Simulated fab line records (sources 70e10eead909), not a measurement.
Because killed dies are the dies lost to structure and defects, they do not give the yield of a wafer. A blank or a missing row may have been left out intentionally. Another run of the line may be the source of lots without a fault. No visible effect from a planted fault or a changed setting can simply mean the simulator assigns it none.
Matching of chambers / flow nand-harc / 4 sister chambers for NHARC_A_STAIRCASE_TRIM_196 on rie-diel-09
The step chemistry O2, time 211.2 s. 7 wafers are shown with their chamber, then 7 later ones without.

== WAFERS PAIRED WITH THEIR CHAMBERS ==
wafer=L074.4; chamber=3; drypump-motor-current-A (A)=5.3; oes-product-au (a.u.)=0.993
wafer=L078.1; chamber=2; drypump-motor-current-A (A)=5.4; oes-product-au (a.u.)=1.011
wafer=L081.3; chamber=3; drypump-motor-current-A (A)=5.3; oes-product-au (a.u.)=0.997
wafer=L081.5; chamber=2; drypump-motor-current-A (A)=5.3; oes-product-au (a.u.)=1.008
wafer=L082.1; chamber=1; drypump-motor-current-A (A)=6.8; oes-product-au (a.u.)=0.972
wafer=L079.2; chamber=0; drypump-motor-current-A (A)=5.8; oes-product-au (a.u.)=0.983
wafer=L079.4; chamber=0; drypump-motor-current-A (A)=5.8; oes-product-au (a.u.)=0.981

== WAFERS WITH NO CHAMBER GIVEN ==
wafer=L079.6; drypump-motor-current-A (A)=5.4; oes-product-au (a.u.)=1.001
wafer=L087.4; drypump-motor-current-A (A)=5.8; oes-product-au (a.u.)=0.978
wafer=L087.5; drypump-motor-current-A (A)=5.8; oes-product-au (a.u.)=0.975
wafer=L087.6; drypump-motor-current-A (A)=5.3; oes-product-au (a.u.)=0.997
wafer=L091.3; drypump-motor-current-A (A)=5.8; oes-product-au (a.u.)=0.996
wafer=L091.5; drypump-motor-current-A (A)=6.8; oes-product-au (a.u.)=0.988
wafer=L091.6; drypump-motor-current-A (A)=5.4; oes-product-au (a.u.)=1.004

== CHAMBER TAKEN BY EACH ==
wafer=L079.6; from the rows above=can't be placed: 3 or 2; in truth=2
wafer=L087.4; from the rows above=0; in truth=0
wafer=L087.5; from the rows above=0; in truth=0
wafer=L087.6; from the rows above=3; in truth=3
wafer=L091.3; from the rows above=0; in truth=0
wafer=L091.5; from the rows above=1; in truth=1
wafer=L091.6; from the rows above=can't be placed: 2 or 3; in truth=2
Correctly placed: 5 of 7. Not placeable from these rows: 2 (in 2, the candidates include the true chamber). Placed wrongly: 0.
How it was worked out, from the rows above alone: a wafer's distance from a chamber is the root of the sum, over the readings, of the square of ((its reading less the chamber's mean) divided by the reading's scatter). If the next closest chamber is less than 2 further off than the closest, the wafer can't be placed; otherwise it belongs to the closest. A chamber's mean is the mean of its shown wafers. How the scatter is found: for the shown wafers, subtract from each reading the mean of its chamber, square and add these, divide the total by (wafers less chambers), then take the root.
